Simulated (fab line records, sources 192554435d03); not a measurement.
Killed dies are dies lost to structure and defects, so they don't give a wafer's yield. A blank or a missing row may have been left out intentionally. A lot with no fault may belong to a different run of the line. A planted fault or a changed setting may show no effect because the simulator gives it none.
fab line records	flow n5Finfet
record: lots: 6	wafers: 16	lastDay: 19
route steps=1938 shown DUMMY_GATE@231 PASSIVATION@1936
lots that met no fault: taken from a fault-free run of the same line
startH: start of the lot's first displayed wafer, in hours after the record's first day	waitH: time in hours since the lot's previous step	" same as the row above	L1.1+2: a row that stands for several wafers	- either no value or no given start	* or withheld: withheld	< > ~ a bound
route shown NAME@n: names a module that has steps shown in the file, with the first one's number in the route	usual: mean/standard deviation taken from wafers without a fault	same: alike in all rows	chamber/n: place in a boat	sites: readings site by site	_std_site: the standard deviation of these	_edge_site: mean of outer sites minus mean of inner sites	radiusMm: for every site, how far away it sits from the centre of the wafer	mask NAME#n: copy n	behind: the most recent tool/chamber to have shaped the wafer	hold: cause of the lot's hold/its duration in hours/its outcome	device: which transistor (n, p or np) failed to switch	end of line: the same wafers' tests at the end of the route	for a step that has no rows: nothing shown but its recipe	killed: the dies lost at the first sort to structure and to defects; this is not the yield of the wafer	map: dies across one wafer; x = killed, . = not, _ = none there
set.NAME: the setting the step ran with; set.NAME@STEP: the setting that earlier step ran with	model.NAME: the simulator's own value behind a step, which no gauge read
a table for each step, a row for each wafer; lots at some steps of the route
services: from which hour (startH, from the record's first day; less than 0 if before it) a tool's chamber was out of use, for how many hours, and why
== steps ==
step: N5_DUMMY_GATE_CD_MEAS_15
recipe: targetCdNm: 25.8	landingEnergyEv: 500	detector: seInlens
usual: cdNm: 25.06/0.23
lot.wafer	tool	chamber	startH	waitH	cdNm
L232.2	cdSem-01	0	82.56	-	25.13
L232.3	"	0	"	"	24.47
L232.4	"	0	"	"	24.91
L234.3	cdSem-03	0	97.30	-	25.21
L234.4	"	0	"	"	25.04
L234.5	"	0	"	"	24.72
L240.1	cdSem-02	0	133.18	-	24.96
L240.2	"	0	"	"	25.01
L240.4	"	0	"	"	25.28
L241.3	cdSem-02	0	134.60	-	24.69
L242.2	cdSem-02	0	145.42	-	25.71
L242.4	"	0	"	"	25.16
L242.6	"	0	"	"	25.03
L248.2	cdSem-03	0	176.46	-	25.21
L248.5	"	0	"	"	25.25
L248.6	"	0	"	"	24.87
step: N5_DUMMY_GATE_OVL_MEAS_16
recipe: pointsPerWafer: 522
usual: GATE_OVL: -0.6/0.66
lot.wafer	tool	chamber	startH	waitH	GATE_OVL[nm]
L232.2	overlay-02	0	82.60	0.0	0.5
L232.3	"	0	"	"	-0.4
L232.4	"	0	"	"	0.3
L234.3	overlay-01	0	97.35	0.0	-1.5
L234.4	"	0	"	"	-0.9
L234.5	"	0	"	"	-1.1
L240.1	overlay-01	0	133.22	0.0	-0.6
L240.2	"	0	"	"	-0.2
L240.4	"	0	"	"	-0.8
L241.3	overlay-01	0	134.65	0.0	-0.3
L242.2	overlay-01	0	145.46	0.0	-0.5
L242.4	"	0	"	"	-0.8
L242.6	"	0	"	"	-0.2
L248.2	overlay-01	0	176.50	0.0	-1.4
L248.5	"	0	"	"	-1.4
L248.6	"	0	"	"	-1.6
step: N5_DUMMY_GATE_INSPECT_17
recipe: mode: adi	inspectInstrument: brightfield
usual: rawDefectCount: 200/50
lot.wafer	tool	chamber	startH	waitH	rawDefectCount
L232.2	defectInspect-02	-	82.66	0.0	172
L232.3	"	-	"	"	185
L232.4	"	-	"	"	123
L234.3	defectInspect-01	-	97.40	0.0	177
L234.4	"	-	"	"	227
L234.5	"	-	"	"	199
L240.1	defectInspect-02	-	133.28	0.1	164
L240.2	"	-	"	"	309
L240.4	"	-	"	"	140
L241.3	defectInspect-01	-	134.69	0.0	183
L242.2	defectInspect-01	-	145.51	0.0	151
L242.4	"	-	"	"	153
L242.6	"	-	"	"	160
L248.2	defectInspect-02	-	176.56	0.0	163
L248.5	"	-	"	"	146
L248.6	"	-	"	"	153
step: N5_DUMMY_GATE_DESCUM_20
recipe: chemistry: O2	timeS: 6.2	sourcePowerW: 50	biasPowerW: 20	pressureMtorr: 20	rfFrequencyHz: 2.712e+07	tempC: 40	resist: CAR-EUV	o2FlowSccm: 225
step: N5_DUMMY_GATE_ETCH_29
recipe: chemistry: N2/H2	target: underlayer	targetDepthA: 130	ionEnergyEv: 200	pressureMtorr: 30	sourceW: 840	biasW: 150	n2FlowSccm: 200	h2FlowSccm: 200
step: N5_DUMMY_GATE_ETCH_36
recipe: chemistry: CF4	target: SiARC	targetDepthA: 130	pressureMtorr: 40	sourceW: 545	biasW: 36	Ar_flow_sccm: 100	cf4FlowSccm: 100	ionEnergyEv: 80
usual: drypumpMotorCurrentA: 5.9/0.43	oesProductAu: 0.75/0.05	rfFwdPowerW: 539.1/2.2	rfVppV: 184.0/1.2	showerheadPlenumPTorr: 2.15/0.068	throttleValvePct: 15.69/0.17
lot.wafer	tool	chamber	startH	waitH	drypumpMotorCurrentA	oesProductAu	rfFwdPowerW	rfHoursCounterH	rfVppV	showerheadPlenumPTorr	throttleValvePct
L232.2	rieDiel-04	1	82.79	0.0	6.1	0.81	535.1	93	182.5	2.07	15.82
L232.3	"	3	"	"	5.9	0.75	539.0	141	183.8	2.13	15.67
L232.4	"	0	"	"	5.9	0.70	534.8	189	183.7	2.22	15.46
L234.3	rieDiel-04	3	97.53	0.0	5.9	0.76	541.2	142	185.9	2.13	15.69
L234.4	"	0	"	"	5.9	0.71	536.3	190	183.0	2.22	15.48
L234.5	"	0	"	"	5.9	0.70	538.6	-	185.7	2.22	15.47
L240.1	rieDiel-03	3	133.43	0.0	6.4	0.90	535.5	52	182.7	2.09	15.43
L240.2	"	0	"	"	5.0	0.75	541.4	144	183.4	2.14	15.86
L240.4	"	2	"	"	4.7	0.76	541.8	138	184.8	2.23	15.97
L241.3	rieDiel-04	3	134.83	0.0	6.0	0.75	542.0	155	184.6	2.13	15.72
L242.2	rieDiel-01	1	145.65	0.0	6.3	0.72	537.5	179	182.4	2.06	15.83
L242.4	"	3	"	"	6.2	0.78	537.3	162	185.4	2.23	15.42
L242.6	"	1	"	"	6.3	0.71	539.5	-	183.5	2.06	15.81
L248.2	rieDiel-04	0	176.69	0.0	5.9	0.69	535.7	214	184.7	2.21	15.51
L248.5	"	1	"	"	6.1	0.79	537.3	-	181.5	2.06	15.89
L248.6	"	0	"	"	5.9	0.69	535.6	-	184.1	2.21	15.53
step: N5_DUMMY_GATE_ETCH_37
recipe: chemistry: N2/H2	target: SOC	targetDepthA: 600	overetchA: 300	tempC: 40	ionEnergyEv: 200	pressureMtorr: 30	sourceW: 840	biasW: 150	n2FlowSccm: 200	h2FlowSccm: 200
usual: drypumpMotorCurrentA: 5.9/0.43	oesProductAu: 0.60/0.032	rfFwdPowerW: 831/3.3	rfVppV: 524.1/2.5	showerheadPlenumPTorr: 2.57/0.08	throttleValvePct: 17.95/0.22
lot.wafer	tool	chamber	startH	waitH	drypumpMotorCurrentA	oesProductAu	rfFwdPowerW	rfHoursCounterH	rfVppV	showerheadPlenumPTorr	throttleValvePct
L232.2	rieDiel-04	1	82.83	0.0	6.1	0.65	825	93	522.1	2.48	18.32
L232.3	"	3	"	"	6.0	0.61	828	141	522.7	2.55	17.96
L232.4	"	0	"	"	5.9	0.56	829	189	526.3	2.64	17.64
L234.3	rieDiel-04	3	97.57	0.0	6.0	0.60	831	142	524.8	2.55	17.99
L234.4	"	0	"	"	5.9	0.56	825	190	526.3	2.64	17.66
L234.5	"	0	"	"	5.9	0.57	823	-	524.6	2.64	17.65
L240.1	rieDiel-03	3	133.47	0.0	6.4	0.68	831	52	521.1	2.47	17.62
L240.2	"	0	"	"	5.0	0.59	834	145	522.5	2.56	18.21
L240.4	"	2	"	"	4.7	0.61	830	138	526.7	2.65	18.10
L241.3	rieDiel-04	3	134.87	0.0	5.9	0.60	830	155	523.0	2.55	17.99
L242.2	rieDiel-01	1	145.69	0.0	6.3	0.57	837	179	519.9	2.44	18.12
L242.4	"	3	"	"	6.2	0.59	830	162	527.0	2.66	17.72
L242.6	"	1	"	"	6.3	0.56	837	-	521.5	2.44	18.14
L248.2	rieDiel-04	0	176.73	0.0	5.9	0.55	825	214	525.6	2.63	17.70
L248.5	"	1	"	"	6.1	0.63	827	-	520.5	2.47	18.38
L248.6	"	0	"	"	5.9	0.55	826	-	527.3	2.63	17.69
step: N5_DUMMY_GATE_STRIP_38
recipe: chemistry: N2/H2	tempC: 40	n2FlowSccm: 200	h2FlowSccm: 200	rfFrequencyHz: 6e+07
step: N5_DUMMY_GATE_STRIP_39
recipe: chemistry: N2/H2	tempC: 40	n2FlowSccm: 200	h2FlowSccm: 200	rfFrequencyHz: 6e+07
step: N5_DUMMY_GATE_TRIM_49
recipe: chemistry: O2	resist: SOC	timeS: 29	targetCdNm: 14	sourcePowerW: 300	biasPowerW: 0	O2_flow_sccm: 100	tempC: 20
usual: drypumpMotorCurrentA: 5.8/0.54	oesProductAu: 1.004/0.018	throttleValvePct: 8.16/0.13
lot.wafer	tool	chamber	startH	waitH	drypumpMotorCurrentA	oesProductAu	rfHoursCounterH	throttleValvePct
L232.2	rieSi-05	0	82.91	0.0	6.6	1.029	114	8.15
L232.3	"	1	"	"	5.6	1.021	127	8.10
L232.4	"	3	"	"	5.5	0.992	115	8.00
L234.3	rieSi-06	1	97.65	0.0	6.0	0.985	144	8.17
L234.4	"	2	"	"	5.7	1.009	98	8.15
L234.5	"	2	"	"	5.7	1.013	-	8.15
L240.1	rieSi-06	1	133.55	0.0	6.0	0.983	145	8.15
L240.2	"	2	"	"	5.6	1.013	98	8.15
L240.4	"	0	"	"	5.0	1.020	32	8.31
L241.3	rieSi-06	1	134.95	0.0	6.0	0.986	145	8.15
L242.2	rieSi-05	1	145.77	0.0	5.6	1.035	128	8.10
L242.4	"	2	"	"	5.3	1.001	138	8.22
L242.6	"	0	"	"	6.7	1.037	-	8.15
L248.2	rieSi-03	0	176.81	0.0	5.0	0.984	52	8.20
L248.5	"	0	"	"	5.0	0.983	-	8.19
L248.6	"	3	"	"	6.2	1.021	-	8.23
step: N5_DUMMY_GATE_STRIP_40
recipe: chemistry: CF4	resist: SiARC	powerW: 300	biasPowerW: 75	pressureMtorr: 50	cf4FlowSccm: 150	rfFrequencyHz: 6e+07
usual: drypumpMotorCurrentA: 5.8/0.49	oesProductAu: 0.75/0.046	rfVppV: 271.4/1.5	showerheadPlenumPTorr: 1.80/0.054	throttleValvePct: 13.65/0.18
lot.wafer	tool	chamber	startH	waitH	drypumpMotorCurrentA	oesProductAu	rfHoursCounterH	rfVppV	showerheadPlenumPTorr	throttleValvePct
L232.2	rieDiel-04	2	83.01	0.1	5.2	0.71	234	271.0	1.77	13.82
L232.3	"	0	"	"	5.9	0.70	189	272.0	1.84	13.43
L232.4	"	1	"	"	6.1	0.81	93	269.0	1.74	13.78
L234.3	rieDiel-01	1	97.95	0.3	6.2	0.73	166	269.0	1.73	13.77
L234.4	"	0	"	"	6.2	0.69	233	269.4	1.76	13.59
L234.5	"	3	"	"	6.2	0.76	-	273.5	1.87	13.39
L240.1	rieDiel-04	0	133.65	0.1	5.9	0.69	201	272.8	1.84	13.44
L240.2	"	1	"	"	6.1	0.79	106	270.6	1.74	13.82
L240.4	"	3	"	"	5.9	0.74	-	272.2	1.77	13.65
L241.3	rieDiel-01	2	135.10	0.1	5.7	0.77	151	272.9	1.85	13.66
L242.2	rieDiel-01	1	145.87	0.1	6.2	0.71	179	268.8	1.72	13.80
L242.4	"	2	"	"	5.7	0.77	153	273.2	1.85	13.66
L242.6	"	0	"	"	6.1	0.69	-	269.0	1.76	13.61
L248.2	rieDiel-01	2	176.91	0.1	5.7	0.76	162	274.4	1.85	13.68
L248.5	"	2	"	"	5.7	0.76	-	272.6	1.85	13.71
L248.6	"	1	"	"	6.2	0.70	-	268.9	1.72	13.84
step: N5_DUMMY_GATE_CD_MEAS_50
recipe: targetCdNm: 14
usual: cdNm: 14.1/0.36
lot.wafer	tool	chamber	startH	waitH	cdNm
L232.2	cdSem-01	-	83.07	0.0	13.6
L232.3	"	-	"	"	13.7
L232.4	"	-	"	"	13.9
L234.3	cdSem-02	-	98.00	0.0	13.7
L234.4	"	-	"	"	14.5
L234.5	"	-	"	"	14.0
L240.1	cdSem-03	-	133.70	0.0	13.6
L240.2	"	-	"	"	14.3
L240.4	"	-	"	"	14.6
L241.3	cdSem-02	-	135.15	0.0	13.3
L242.2	cdSem-03	-	145.92	0.0	14.6
L242.4	"	-	"	"	13.9
L242.6	"	-	"	"	14.5
L248.2	cdSem-01	-	176.98	0.1	14.4
L248.5	"	-	"	"	14.4
L248.6	"	-	"	"	14.2
step: N5_DUMMY_GATE_ETCH_31
recipe: chemistry: C4F6/O2	target: SiO2	maskMaterial: SOC	targetDepthA: 825	timeS: 27.5	ionEnergyEv: 250	pressureMtorr: 30	sourceW: 345	biasW: 185	Ar_flow_sccm: 300	C4F6_flow_sccm: 10	O2_flow_sccm: 10
usual: drypumpMotorCurrentA: 5.8/0.54	oes_f_703_au: 0.76/0.067	oes_o_777_au: 0.76/0.067	oesProductAu: 0.76/0.055	rfFwdPowerW: 341.6/1.2	rfVppV: 670/11	showerheadPlenumPTorr: 2.87/0.088	throttleValvePct: 21.29/0.2
lot.wafer	tool	chamber	startH	waitH	drypumpMotorCurrentA	oes_f_703_au	oes_o_777_au	oesProductAu	rfFwdPowerW	rfHoursCounterH	rfVppV	showerheadPlenumPTorr	throttleValvePct	model.etch.depthNm	model.SOC_of_DUMMY_GATE_COAT_34.thkNm
L232.2	rieDiel-03	3	83.13	0.1	6.4	0.92	0.92	0.90	341.3	39	667	2.78	21.05	85.81	51.6
L232.3	"	1	"	"	6.1	0.74	0.75	0.74	342.3	167	685	2.95	21.28	80.47	52
L232.4	"	2	"	"	4.7	0.77	0.76	0.78	340.8	124	668	2.98	21.54	80.83	52
L234.3	rieDiel-01	3	98.15	0.1	6.2	0.80	0.80	0.78	340.0	149	667	2.97	20.91	85.22	51.4
L234.4	"	2	"	"	5.7	0.80	0.78	0.79	341.6	139	650	2.98	21.38	81.53	52
L234.5	"	1	"	"	6.3	0.71	0.70	0.73	341.9	-	670	2.73	21.35	82.25	52
L240.1	rieDiel-03	0	133.75	0.0	5.0	0.77	0.78	0.74	343.2	145	655	2.87	21.54	82.07	51.6
L240.2	"	3	"	"	6.4	0.90	0.90	0.88	340.6	52	667	2.78	21.06	85.54	51.6
L240.4	"	2	"	"	4.7	0.75	0.76	0.76	341.9	138	668	2.97	21.57	80.22	52
L241.3	rieDiel-01	2	135.20	0.0	5.7	1.01	0.96	0.81	425.7	151	583	2.97	21.43	88.14	51.4
L242.2	rieDiel-01	2	145.97	0.0	5.7	1.01	0.96	0.81	426.1	154	584	2.97	21.46	88.55	51
L242.4	"	0	"	"	6.1	0.65	0.66	0.68	341.5	246	682	2.81	21.02	79.4	52
L242.6	"	1	"	"	6.3	0.70	0.69	0.72	340.7	-	669	2.73	21.38	82.94	51.8
L248.2	rieDiel-04	0	177.02	0.0	5.9	0.67	0.67	0.70	340.2	214	682	2.96	21.13	82.18	51.8
L248.5	"	0	"	"	5.9	0.67	0.67	0.70	339.9	-	680	2.96	21.14	82.68	51.8
L248.6	"	1	"	"	6.1	0.80	0.79	0.79	343.1	-	669	2.74	21.45	82.06	52
step: N5_DUMMY_GATE_STRIP_41
recipe: chemistry: O2	powerW: 400	tempC: 40	pressureMtorr: 30	rfFrequencyHz: 6e+07	biasPowerW: 0	overashFraction: 0.3	o2FlowSccm: 225
usual: drypumpMotorCurrentA: 5.8/0.54	oesProductAu: 0.76/0.05	rfVppV: 3.7/0.48	showerheadPlenumPTorr: 2.11/0.069	throttleValvePct: 16.77/0.18
lot.wafer	tool	chamber	startH	waitH	drypumpMotorCurrentA	oesProductAu	rfHoursCounterH	rfVppV	showerheadPlenumPTorr	throttleValvePct
L232.2	rieDiel-03	3	83.18	0.0	6.4	0.88	39	3.9	2.06	16.55
L232.3	"	1	"	"	6.1	0.74	167	3.5	2.20	16.90
L232.4	"	2	"	"	4.7	0.78	124	4.6	2.20	17.04
L234.3	rieDiel-01	3	98.19	0.0	6.2	0.76	149	4.2	2.19	16.47
L234.4	"	2	"	"	5.7	0.78	139	4.1	2.17	16.69
L234.5	"	1	"	"	6.2	0.74	-	3.8	1.99	16.77
L240.1	rieDiel-03	0	133.80	0.0	5.0	0.74	145	3.4	2.11	16.98
L240.2	"	3	"	"	6.4	0.87	52	4.1	2.05	16.57
L240.4	"	2	"	"	4.7	0.78	138	3.9	2.20	17.05
L241.3	rieDiel-01	2	135.24	0.0	5.6	0.77	151	3.6	2.17	16.74
L242.2	rieDiel-01	2	146.02	0.0	5.7	0.77	154	3.8	2.16	16.75
L242.4	"	0	"	"	6.2	0.68	246	3.1	2.06	16.65
L242.6	"	1	"	"	6.3	0.73	-	3.9	1.99	16.79
L248.2	rieDiel-04	0	177.07	0.0	5.9	0.69	214	3.6	2.16	16.54
L248.5	"	0	"	"	5.9	0.70	-	3.1	2.16	16.57
L248.6	"	1	"	"	6.1	0.80	-	3.9	2.01	16.94
step: N5_PASSIVATION_PROBE_49
usual: defectLimitedYield: 91.6/1.4	killed_at_M0_to_M3: 33/10	killed_at_M4_up: 13/5.3	killedAtContacts: 13/5.9	killedAtFrontEnd: 36/12	killedAtOther: 4/3.1	killedDies: 99/16	killedOpen: 65/13	killedShort: 32/7.3	sort_bin_5_function: 4.9/0.9	sort_bin_6_memory: 3.1/0.66	sortNPass: 1081/17	sortYieldPct: 91.6/1.4
same: grossDies: 1180	killedAtBackSide: 0	sort_bin_4_leakage[%]: 0	sort_bin_8_speed[%]: 0
lot.wafer	tool	chamber	startH	waitH	defectLimitedYield[%]	killed_at_M0_to_M3	killed_at_M4_up	killedAtContacts	killedAtFrontEnd	killedAtOther	killedDies	killedOpen	killedShort	sort_bin_5_function[%]	sort_bin_6_memory[%]	sortNPass	sortYieldPct[%]
L240.4	prober-01	-	398.07	0.2	91.6	25	9	28	34	3	99	68	29	4.9	3.1	1081	91.6
L242.6	prober-02	-	414.72	0.3	89.6	29	10	23	60	1	123	84	37	5.9	4.2	1057	89.6
killed by level:class
L240.4 MOL_CONTACT_COAG:geometricParticle:open=22 DUMMY_GATE:geometricParticle:open=7 MOL_CONTACT_COAG:geometricParticle:short=6 FIN_SAQP:geometricParticle:open=5 STI_FIN_REVEAL:geometricParticle:open=5 BEOL_M0:geometricParticle:open=5 BEOL_M1:geometricParticle:short=4 BEOL_M1:geometricParticle:open=4
L242.6 STI_FIN_REVEAL:geometricParticle:open=23 MOL_CONTACT_COAG:geometricParticle:open=17 BEOL_M2:geometricParticle:open=8 BEOL_M0_SAQP:geometricParticle:open=7 FIN_SAQP:geometricParticle:short=6 GATE_CUT:geometricParticle:short=6 MOL_CONTACT_COAG:geometricParticle:short=6 FIN_SAQP:geometricParticle:open=5
== services ==
tool	chamber	startH	hours	kind
rieSi-05	1	97.60	11.9	repair
rieDiel-04	2	115.56	19.2	repair
rieSi-05	2	116.98	2.2	repair
rieSi-05	-	124.04	0.4	repair
rieSi-06	-	137.66	14.6	pm
rieDiel-01	3	139.01	5.3	repair
rieSi-03	-	150.98	2.8	pm
rieDiel-04	2	153.49	7.9	repair
rieDiel-03	2	154.27	4.0	repair
rieDiel-01	0	162.16	-	clean
rieDiel-01	0	162.16	-	consumableReplace:focusRing
rieDiel-01	0	162.16	22.8	scheduledDown
rieDiel-01	0	162.16	22.8	ventCycle
rieDiel-04	2	172.44	-	clean
rieDiel-04	2	172.44	-	consumableReplace:focusRing
rieDiel-04	2	172.44	14.8	scheduledDown
rieDiel-04	2	172.44	14.8	ventCycle
rieDiel-01	3	175.59	15.8	repair
== key ==
firstSign: step: N5_DUMMY_GATE_ETCH_31	reading: rfFwdPowerW	direction: up	sigmas: 69	usual: *	struck: *
effect: step: N5_DUMMY_GATE_ETCH_31	reading: rfVppV	direction: down	sigmas: 8.2	usual: 670	struck: 583
modelEffect: step: N5_DUMMY_GATE_ETCH_31	value: etch.depthNm	without: 81.25	struck: 88.35
metAt N5_DUMMY_GATE_ETCH_31
struckWafers L241.3,L242.2
rowsEnd L241.3
onsetBetween 98.15 135.20
fault: kind: processParameterDrift	tool: rieDiel-01	chamber: 2	onsetH: 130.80	steps: N5_DUMMY_GATE_ETCH_31	channel: sourceW	offset: 82.8	shape: step	actsIn: theseRecipesOnly	stated: 345
rowsEnd: these wafers met a further fault down the route, and their rows from its step on are left out
